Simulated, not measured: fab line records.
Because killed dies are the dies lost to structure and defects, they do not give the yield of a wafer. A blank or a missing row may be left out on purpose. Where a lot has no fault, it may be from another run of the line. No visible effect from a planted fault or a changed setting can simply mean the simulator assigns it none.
fab line records ; flow n5Finfet
record: lots: 9; wafers: 25; lastDay: 18
route steps=1938 shown MOL_CONTACT_COAG@550 BEOL_M4@1111 PASSIVATION@1936
lots that met no fault: taken from a fault-free run of the same line
startH: the number of hours between the record's first day and the start of the first shown wafer of the lot ; waitH: hours from the lot's prior step to this one ; " repeats the value in the row above ; L1.1+2: several wafers, shown together as one row ; - no value present, or no start provided ; * or withheld: withheld ; < > ~ a bound
route shown NAME@n: names a module that has steps shown in the file, with the first one's number in the route ; usual: mean and standard deviation over wafers with no fault ; same: alike in all rows ; chamber/n: place in a boat ; sites: per-site readings ; _std_site: standard deviation across them ; _edge_site: mean of outer sites minus mean of inner sites ; radiusMm: how far each site lies from the wafer's centre ; mask NAME#n: copy n ; behind: tool/chamber where the wafer was last shaped ; hold: reason for holding the lot/hours on hold/outcome of the hold ; device: which transistor (n, p or np) failed to switch ; end of line: the tests these same wafers got at the end of their route ; where a step has no rows: the recipe by itself ; killed: dies that structure and defects cost at the first sort, which is not the same as the wafer's yield ; map: shows each die of a wafer: x if killed, . if not, _ if none is there
set.NAME: the run value of the setting; set.NAME@STEP: its run value at that earlier step ; model.NAME: the simulator's own value behind a step, which no gauge read
route steps across a sampled set of lots; one table per step, one row per wafer
services: a tool's chamber out of use, with start hour (startH, from the record's first day; less than 0 if before it), hours out, and reason
== steps ==
step: N5_MOL_CONTACT_COAG_PRE_CLEAN_142
recipe: gas: H2/He; timeS: 60; tempC: 300
usual: heaterPowerW: 483/59; susceptorTempC: 299.98/0.19
lot.wafer;tool;chamber;startH;waitH;heaterPowerW;susceptorTempC
L341.3;pvdSputter-01;-;108.51;1.2;473;299.99
L341.4;pvdSputter-01;-;108.51;1.2;524;300.13
L341.6;pvdSputter-01;-;108.51;1.2;490;299.74
L342.2;pvdSputter-02;-;123.01;2.0;514;300.00
L342.4;pvdSputter-02;-;123.01;2.0;644;299.96
L342.6;pvdSputter-02;-;123.01;2.0;641;300.21
L343.3;pvdSputter-02;-;127.90;1.6;454;300.25
L343.4;pvdSputter-02;-;127.90;1.6;394;300.28
L343.5;pvdSputter-02;-;127.90;1.6;387;299.97
L344.3;pvdSputter-01;-;134.26;2.4;479;299.89
L344.4;pvdSputter-01;-;134.26;2.4;451;300.05
L346.1;pvdSputter-01;-;144.53;2.2;475;300.18
L346.5;pvdSputter-01;-;144.53;2.2;494;300.15
L346.6;pvdSputter-01;-;144.53;2.2;509;300.27
L355.1;pvdSputter-01;-;198.87;0.8;521;300.24
L355.3;pvdSputter-01;-;198.87;0.8;485;300.28
L355.5;pvdSputter-01;-;198.87;0.8;476;300.14
L357.2;pvdSputter-01;-;210.94;1.3;473;299.67
L357.3;pvdSputter-01;-;210.94;1.3;465;300.18
L357.4;pvdSputter-01;-;210.94;1.3;502;299.88
L358.1;pvdSputter-03;-;215.44;0.8;467;299.88
L358.2;pvdSputter-03;-;215.44;0.8;541;300.15
L361.2;pvdSputter-01;-;231.19;1.8;469;299.70
L361.3;pvdSputter-01;-;231.19;1.8;501;299.97
L361.5;pvdSputter-01;-;231.19;1.8;506;300.07
step: N5_MOL_CONTACT_COAG_EXPOSE_81
recipe: maskId: VG; na: 0.33; sourceShape: annular; sigmaInner: 0.3; sigmaOuter: 0.7; polarization: unpolarized; defocusNm: 0; doseMj: 59.5
lot.wafer;tool;chamber;startH;waitH;mask
L341.3+4+6;euvScanner-01;0;112.33;-;VG#0
L342.2+4+6;euvScanner-02;0;126.82;-;VG#0
L343.3+4+5;euvScanner-02;0;131.63;-;VG#0
L344.3+4;euvScanner-01;0;139.09;-;VG#0
L346.1+5+6;euvScanner-01;0;148.45;-;VG#0
L355.1+3+5;euvScanner-01;0;205.40;-;VG#0
L357.2+3+4;euvScanner-02;0;214.97;-;VG#0
L358.1+2;euvScanner-02;0;219.26;-;VG#0
L361.2+3+5;euvScanner-02;0;235.94;-;VG#0
step: N5_MOL_CONTACT_COAG_CD_MEAS_84
recipe: targetCdNm: 25.1; landingEnergyEv: 500; detector: seInlens; polarity: opening
usual: cdNm: 25.17/0.24
same: landingEnergyEv: 500
lot.wafer;tool;chamber;startH;waitH;cdNm
L341.3;cdSem-02;0;112.46;-;25.22
L341.4;cdSem-02;0;112.46;-;25.41
L341.6;cdSem-02;0;112.46;-;25.28
L342.2;cdSem-02;0;126.95;-;25.11
L342.4;cdSem-02;0;126.95;-;25.00
L342.6;cdSem-02;0;126.95;-;25.19
L343.3;cdSem-01;0;131.76;-;24.97
L343.4;cdSem-01;0;131.76;-;25.28
L343.5;cdSem-01;0;131.76;-;25.34
L344.3;cdSem-03;0;139.22;-;24.79
L344.4;cdSem-03;0;139.22;-;25.28
L346.1;cdSem-01;0;148.60;-;25.38
L346.5;cdSem-01;0;148.60;-;25.27
L346.6;cdSem-01;0;148.60;-;25.05
L355.1;cdSem-02;0;205.55;-;25.45
L355.3;cdSem-02;0;205.55;-;25.41
L355.5;cdSem-02;0;205.55;-;8.98
L357.2;cdSem-03;0;215.10;-;24.49
L357.3;cdSem-03;0;215.10;-;25.20
L357.4;cdSem-03;0;215.10;-;25.19
L358.1;cdSem-01;0;219.40;-;25.31
L358.2;cdSem-01;0;219.40;-;25.37
L361.2;cdSem-01;0;236.08;-;25.12
L361.3;cdSem-01;0;236.08;-;25.23
L361.5;cdSem-01;0;236.08;-;25.36
step: N5_MOL_CONTACT_COAG_ETCH_89
recipe: chemistry: N2/H2; target: underlayer; targetDepthA: 130; maskMaterial: CAR-EUV; timeS: 10.4; ionEnergyEv: 200; pressureMtorr: 30; sourceW: 840; biasW: 150; n2FlowSccm: 200; h2FlowSccm: 200; ends: cleared
usual: chamberPressureMTorr: 30.00/0.035; drypumpMotorCurrentA: 5.8/0.32; etchRfOnTimeS: 10.3/0.45; oesProductAu: 0.69/0.078; rfVppV: 524.0/2.4; showerheadPlenumPTorr: 2.55/0.093; throttleValvePct: 17.79/0.3
lot.wafer;tool;chamber;startH;waitH;chamberPressureMTorr;drypumpMotorCurrentA;etchRfOnTimeS;oesProductAu;rfHoursCounterH;rfVppV;showerheadPlenumPTorr;throttleValvePct
L341.3;rieDiel-03;2;114.53;0.0;30.03;6.2;10.3;0.75;42;528.3;2.70;18.13
L341.4;rieDiel-03;0;114.53;0.0;30.04;5.7;10.1;0.59;-;526.9;2.63;18.15
L341.6;rieDiel-03;3;114.53;0.0;29.99;5.3;10.6;0.74;-;525.1;2.61;17.85
L342.2;rieDiel-05;3;127.11;0.0;30.01;5.8;9.7;0.69;151;524.2;2.56;18.23
L342.4;rieDiel-05;1;127.11;0.0;29.97;5.3;10.3;0.70;-;527.9;2.69;17.62
L342.6;rieDiel-05;3;127.11;0.0;29.97;5.8;9.8;0.69;-;524.6;2.56;18.26
L343.3;rieDiel-04;1;131.91;0.0;29.97;6.0;11.3;0.59;172;521.3;2.41;17.44
L343.4;rieDiel-04;0;131.91;0.0;29.98;5.4;10.2;0.61;181;521.3;2.40;17.75
L343.5;rieDiel-04;3;131.91;0.0;29.99;6.2;9.8;0.81;-;520.4;2.47;17.59
L344.3;rieDiel-05;2;139.61;0.0;29.92;6.2;10.1;0.81;13;524.5;2.56;17.24
L344.4;rieDiel-05;1;139.61;0.0;29.98;5.3;10.3;0.69;84;527.8;2.69;17.65
L346.1;rieDiel-05;3;148.75;0.0;30.01;5.8;9.8;0.68;160;523.6;2.55;18.26
L346.5;rieDiel-05;3;148.75;0.0;30.00;5.8;9.8;0.69;-;523.4;2.55;18.26
L346.6;rieDiel-05;2;148.75;0.0;30.03;6.2;10.0;0.80;-;524.1;2.56;17.22
L355.1;rieDiel-05;1;205.70;0.0;29.96;5.3;10.2;0.68;108;527.1;2.68;17.70
L355.3;rieDiel-05;2;205.70;0.0;30.04;6.2;9.8;0.77;39;524.3;2.55;17.26
L355.5;rieDiel-05;3;205.70;0.0;30.00;5.8;9.5;0.68;-;524.6;2.54;18.29
L357.2;rieDiel-04;1;215.34;0.0;30.02;6.0;11.4;0.56;200;519.6;2.40;17.49
L357.3;rieDiel-04;0;215.34;0.0;29.99;5.4;10.4;0.59;210;519.2;2.39;17.78
L357.4;rieDiel-04;3;215.34;0.0;29.99;6.1;10.0;0.75;48;523.7;2.46;17.63
L358.1;rieDiel-05;3;219.56;0.0;29.97;5.8;9.6;0.67;189;524.0;2.54;18.29
L358.2;rieDiel-05;2;219.56;0.0;30.00;6.2;9.8;0.76;41;524.3;2.55;17.27
L361.2;rieDiel-05;2;236.45;0.0;29.97;6.2;9.9;0.75;46;525.0;2.55;17.28
L361.3;rieDiel-05;3;236.45;0.0;29.98;5.8;9.7;0.66;194;526.4;2.54;18.30
L361.5;rieDiel-05;3;236.45;0.0;29.97;5.9;9.6;0.67;-;523.9;2.54;18.32
step: N5_MOL_CONTACT_COAG_ETCH_91
recipe: chemistry: N2/H2; target: SOC; targetDepthA: 600; overetchA: 210; maskMaterial: SiARC; tempC: 40; timeS: 101.2; ionEnergyEv: 200; pressureMtorr: 30; sourceW: 840; biasW: 150; n2FlowSccm: 200; h2FlowSccm: 200
usual: chamberPressureMTorr: 30.000/0.026; drypumpMotorCurrentA: 5.8/0.31; oesProductAu: 0.69/0.071; rfVppV: 524.0/2.4; showerheadPlenumPTorr: 2.55/0.096; throttleValvePct: 17.78/0.26
lot.wafer;tool;chamber;startH;waitH;chamberPressureMTorr;drypumpMotorCurrentA;oesProductAu;rfHoursCounterH;rfVppV;showerheadPlenumPTorr;throttleValvePct
L341.3;rieDiel-03;2;115.04;0.0;30.025;6.2;0.73;42;527.8;2.70;18.11
L341.4;rieDiel-03;3;115.04;0.0;29.984;5.3;0.72;-;523.5;2.61;17.79
L341.6;rieDiel-03;0;115.04;0.0;29.995;5.7;0.57;-;526.4;2.63;18.12
L342.2;rieDiel-04;1;127.49;0.0;29.990;6.0;0.61;170;521.5;2.41;17.42
L342.4;rieDiel-04;2;127.49;0.0;29.992;5.8;0.80;3;522.9;2.51;17.65
L342.6;rieDiel-04;1;127.49;0.0;29.986;6.0;0.61;-;519.9;2.41;17.43
L343.3;rieDiel-03;1;132.37;0.0;29.988;6.0;0.81;7;522.4;2.49;17.85
L343.4;rieDiel-03;3;132.37;0.0;29.998;5.3;0.72;46;524.3;2.61;17.80
L343.5;rieDiel-03;1;132.37;0.0;30.003;5.9;0.82;-;522.3;2.49;17.82
L344.3;rieDiel-05;0;140.02;0.0;30.067;5.6;0.59;212;522.4;2.52;17.71
L344.4;rieDiel-05;3;140.02;0.0;29.957;5.8;0.65;156;522.8;2.55;18.21
L346.1;rieDiel-03;2;149.07;0.0;29.987;6.2;0.71;58;528.5;2.69;18.12
L346.5;rieDiel-03;2;149.07;0.0;30.009;6.2;0.71;-;529.3;2.69;18.13
L346.6;rieDiel-03;1;149.07;0.0;30.029;5.9;0.81;-;521.7;2.49;17.84
L355.1;rieDiel-03;3;206.17;0.0;30.038;5.3;0.68;76;523.8;2.60;17.89
L355.3;rieDiel-03;2;206.17;0.0;29.998;6.2;0.69;80;528.1;2.68;18.16
L355.5;rieDiel-03;0;206.17;0.0;30.001;5.7;0.77;-;526.6;2.61;17.72
L357.2;rieDiel-04;2;215.84;0.0;29.955;5.8;0.72;36;522.1;2.50;17.71
L357.3;rieDiel-04;0;215.84;0.0;30.018;5.4;0.58;210;521.8;2.39;17.76
L357.4;rieDiel-04;1;215.84;0.0;29.966;6.0;0.59;201;520.0;2.40;17.46
L358.1;rieDiel-04;3;220.27;0.0;30.010;6.2;0.72;49;522.4;2.46;17.60
L358.2;rieDiel-04;0;220.27;0.0;30.021;5.4;0.58;212;520.4;2.38;17.77
L361.2;rieDiel-05;1;237.01;0.0;29.978;5.3;0.64;119;526.8;2.68;17.66
L361.3;rieDiel-05;3;237.01;0.0;29.958;5.8;0.62;194;524.8;2.54;18.27
L361.5;rieDiel-05;3;237.01;0.0;30.038;5.8;0.63;-;524.1;2.54;18.27
step: N5_MOL_CONTACT_COAG_CD_MEAS_137
recipe: targetCdNm: 16
usual: cdNm: 16.2/0.36
lot.wafer;tool;chamber;startH;waitH;cdNm
L341.3;cdSem-01;-;115.50;0.0;16.4
L341.4;cdSem-01;-;115.50;0.0;15.6
L341.6;cdSem-01;-;115.50;0.0;15.8
L342.2;cdSem-03;-;127.99;0.0;16.1
L342.4;cdSem-03;-;127.99;0.0;15.7
L342.6;cdSem-03;-;127.99;0.0;16.5
L343.3;cdSem-01;-;132.83;0.0;15.9
L343.4;cdSem-01;-;132.83;0.0;16.3
L343.5;cdSem-01;-;132.83;0.0;15.7
L344.3;cdSem-03;-;140.48;0.0;16.2
L344.4;cdSem-03;-;140.48;0.0;15.6
L346.1;cdSem-03;-;149.52;0.0;16.4
L346.5;cdSem-03;-;149.52;0.0;16.4
L346.6;cdSem-03;-;149.52;0.0;16.0
L355.1;cdSem-03;-;206.63;0.0;16.1
L355.3;cdSem-03;-;206.63;0.0;17.1
L355.5;cdSem-03;-;206.63;0.0;0
L357.2;cdSem-01;-;216.30;0.0;16.6
L357.3;cdSem-01;-;216.30;0.0;15.5
L357.4;cdSem-01;-;216.30;0.0;16.2
L358.1;cdSem-03;-;220.73;0.0;16.9
L358.2;cdSem-03;-;220.73;0.0;16.3
L361.2;cdSem-02;-;237.47;0.0;16.5
L361.3;cdSem-02;-;237.47;0.0;16.6
L361.5;cdSem-02;-;237.47;0.0;15.6
step: N5_BEOL_M4_RC_MEAS_101
usual: DIBL_N: 36.2/2.4; DIBL_P: 36.2/2.6; IOFF_N: 0.16/0.045; IOFF_P: 0.21/0.046; ION_N: 674/17; ION_P: 463/11; SS_N: 71.5/0.77; SS_P: 73.1/0.76; VT_N: 250/3.9; VT_P: -250/3.9
lot.wafer;tool;chamber;startH;waitH;DIBL_N[mV/V];DIBL_P[mV/V];IOFF_N[nA/um];IOFF_P[nA/um];ION_N[uA/um];ION_P[uA/um];SS_N[mV/dec];SS_P[mV/dec];VT_N[mV];VT_P[mV]
L341.3;prober-01;0;178.94;0.3;36.5;38.4;0.18;0.25;678;464;71.1;73.2;247;-246
L341.4;prober-01;0;178.94;0.3;37.6;38.5;0.20;0.26;701;476;71.8;73.6;245;-246
L341.6;prober-01;0;178.94;0.3;35.0;35.3;0.13;0.19;649;453;70.9;72.6;255;-250
L342.2;prober-01;0;185.97;0.2;37.8;36.7;0.15;0.17;669;445;72.4;73.7;253;-258
L342.4;prober-01;0;185.97;0.2;38.2;37.9;0.16;0.20;678;464;71.1;74.5;250;-256
L342.6;prober-01;0;185.97;0.2;36.8;35.4;0.12;0.16;644;438;72.1;73.0;257;-257
L343.3;prober-01;0;188.56;0.3;35.7;35.2;0.16;0.19;665;452;71.9;72.6;251;-254
L343.4;prober-01;0;188.56;0.3;33.3;34.2;0.12;0.17;652;453;70.8;72.6;254;-253
L343.5;prober-01;0;188.56;0.3;34.0;35.0;0.12;0.19;651;457;70.7;72.9;256;-251
L344.3;prober-02;0;238.88;0.3;36.6;37.4;0.16;0.21;689;469;71.8;73.1;249;-250
L344.4;prober-02;0;238.88;0.3;36.7;37.1;0.17;0.20;683;461;71.7;73.0;249;-253
L346.1;prober-02;0;240.71;0.0;37.0;38.8;0.17;0.20;672;458;71.5;72.0;248;-249
L346.5;prober-02;0;240.71;0.0;35.3;36.0;0.12;0.16;641;444;71.7;72.7;255;-256
L346.6;prober-02;0;240.71;0.0;33.9;35.8;0.12;0.17;678;461;70.7;72.2;252;-253
L355.1;prober-02;0;276.63;0.0;37.7;38.1;0.20;0.25;704;477;71.0;74.4;247;-249
L355.3;prober-02;0;276.63;0.0;38.0;37.1;0.19;0.23;680;468;71.1;73.9;249;-250
L357.2;prober-01;0;292.24;0.2;34.2;33.9;0.14;0.18;684;469;70.8;72.9;252;-252
L357.3;prober-01;0;292.24;0.2;37.1;35.9;0.18;0.22;680;471;71.7;73.4;252;-249
L357.4;prober-01;0;292.24;0.2;35.1;34.9;0.14;0.21;660;455;72.4;72.9;251;-246
L358.1;prober-02;0;294.34;0.0;37.1;36.7;0.18;0.21;680;467;72.7;73.1;248;-250
L358.2;prober-02;0;294.34;0.0;35.6;35.6;0.15;0.20;657;448;71.6;73.5;252;-252
L361.2;prober-01;0;319.56;0.9;33.8;34.0;0.13;0.21;661;458;71.6;72.5;253;-248
L361.3;prober-01;0;319.56;0.9;38.3;38.9;0.21;0.28;687;475;71.9;73.3;247;-245
L361.5;prober-01;0;319.56;0.9;32.8;33.3;0.12;0.19;688;477;72.0;71.6;253;-250
step: N5_PASSIVATION_PROBE_49
usual: defectLimitedYield: 91.2/1.4; killed_at_M0_to_M3: 33/9.5; killed_at_M4_up: 13/4.7; killedAtContacts: 11/5.3; killedAtFrontEnd: 42/12; killedAtOther: 5/3.3; killedDies: 104/17; killedOnRim: 14/4; killedOpen: 67/12; killedShort: 33/7.7; sort_bin_5_function: 5.1/0.94; sort_bin_6_memory: 3.3/0.67; sort_bin_8_speed: 0.1/1.3; sortNPass: 1074/24; sortYieldPct: 91.1/2
same: grossDies: 1180; killedAtBackSide: 0; sort_bin_4_leakage[%]: 0
lot.wafer;tool;chamber;startH;waitH;defectLimitedYield[%];killed_at_M0_to_M3;killed_at_M4_up;killedAtContacts;killedAtFrontEnd;killedAtOther;killedDies;killedOnRim;killedOpen;killedShort;sort_bin_5_function[%];sort_bin_6_memory[%];sort_bin_8_speed[%];sortNPass;sortYieldPct[%]
L355.1;prober-01;-;391.96;0.0;89.8;48;18;9;41;4;120;21;72;48;5.5;4.3;0;1060;89.8
L355.3;prober-01;-;392.06;0.1;92.3;20;7;17;40;7;91;17;56;34;4.7;2.7;0;1089;92.3
L355.5;prober-01;-;392.16;0.2;0;32;14;1079;47;8;1180;152;75;35;26.9;3.2;0;0;0
killed by level:class
L355.1 FIN_SAQP:geometricParticle:open=12 BEOL_M0_SAQP:geometricParticle:short=12 BEOL_M4:geometricParticle:open=9 BEOL_M0_SAQP:geometricParticle:open=9 BEOL_M1:geometricParticle:open=9 MOL_CONTACT_COAG:geometricParticle:open=8 BEOL_M3:geometricParticle:open=8 FIN_SAQP:geometricParticle:short=7
L355.3 MOL_CONTACT_COAG:geometricParticle:open=14 FIN_SAQP:geometricParticle:open=9 STI_FIN_REVEAL:geometricParticle:open=6 BEOL_M0_SAQP:geometricParticle:short=6 DUMMY_GATE:geometricParticle:open=5 FIN_SAQP:geometricParticle:short=4 BEOL_M0_SAQP:geometricParticle:open=4 STARTING-WAFER:geometricParticle:short=4
L355.5 MOL_CONTACT_COAG:areaExpose=1066 FIN_SAQP:geometricParticle:open=15 MOL_CONTACT_COAG:geometricParticle:open=12 FIN_SAQP:geometricParticle:short=9 STI_FIN_REVEAL:geometricParticle:open=9 BEOL_M3:geometricParticle:open=9 BEOL_M1:geometricParticle:open=6 GATE_CUT:geometricParticle:short=5
== services ==
tool;chamber;startH;hours;kind
rieDiel-03;1;92.52;-;clean
rieDiel-03;1;92.52;-;consumableReplace:focusRing
rieDiel-03;1;92.52;24.2;scheduledDown
rieDiel-03;1;92.52;24.2;ventCycle
euvScanner-01;-;97.66;4.6;pm
euvScanner-02;-;101.97;0.1;repair
rieDiel-04;-;102.73;1.1;repair
euvScanner-01;-;103.66;1.3;repair
pvdSputter-02;-;117.44;1.7;repair
euvScanner-01;-;121.63;1.0;pm
euvScanner-02;-;125.34;1.0;pm
rieDiel-05;2;126.24;11.1;repair
euvScanner-02;-;157.85;5.8;pm
euvScanner-01;-;166.45;1.5;repair
euvScanner-01;-;177.78;1.0;pm
euvScanner-02;-;181.49;1.0;pm
euvScanner-02;-;182.50;4.6;pm
euvScanner-01;-;184.40;1.2;repair
rieDiel-03;3;191.96;1.7;repair
pvdSputter-01;-;200.17;1.1;repair
euvScanner-01;-;208.44;2.0;repair
rieDiel-03;0;210.20;8.6;repair
rieDiel-03;1;224.57;8.3;repair
euvScanner-01;-;233.93;1.0;pm
== key ==
firstSign: step: N5_MOL_CONTACT_COAG_CD_MEAS_84; reading: cdNm; direction: down; sigmas: 67; usual: 25.17; struck: 8.98
effect: step: N5_MOL_CONTACT_COAG_CD_MEAS_137; reading: cdNm; direction: down; sigmas: 45; usual: 16.2; struck: 0
effect: step: N5_PASSIVATION_PROBE_49; reading: killedAtContacts; direction: up; sigmas: 99+; usual: 11; struck: 1079
moreKillsBornAt: N5_MOL_CONTACT_COAG_EXPOSE_81@euvScanner-01: 1066
metAt N5_MOL_CONTACT_COAG_EXPOSE_81
struckLots L355
struckWafers L355.5
laterRowsLeftOut L355.5
notActingAt N5_MOL_CONTACT_COAG_PRE_CLEAN_142,N5_MOL_CONTACT_COAG_ETCH_89,N5_MOL_CONTACT_COAG_ETCH_91
onsetBetween 148.45 205.40
fault: kind: processParameterDrift; tool: euvScanner-01; chamber: -; onsetH: 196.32; steps: N5_MOL_CONTACT_COAG_EXPOSE_81; channel: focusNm; offset: 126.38; shape: step; endH: 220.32; scope: struckWafersOnly
laterRowsLeftOut: the simulator's readings of these wafers behind a module that went badly wrong aren't trusted and aren't shown, but for the sort
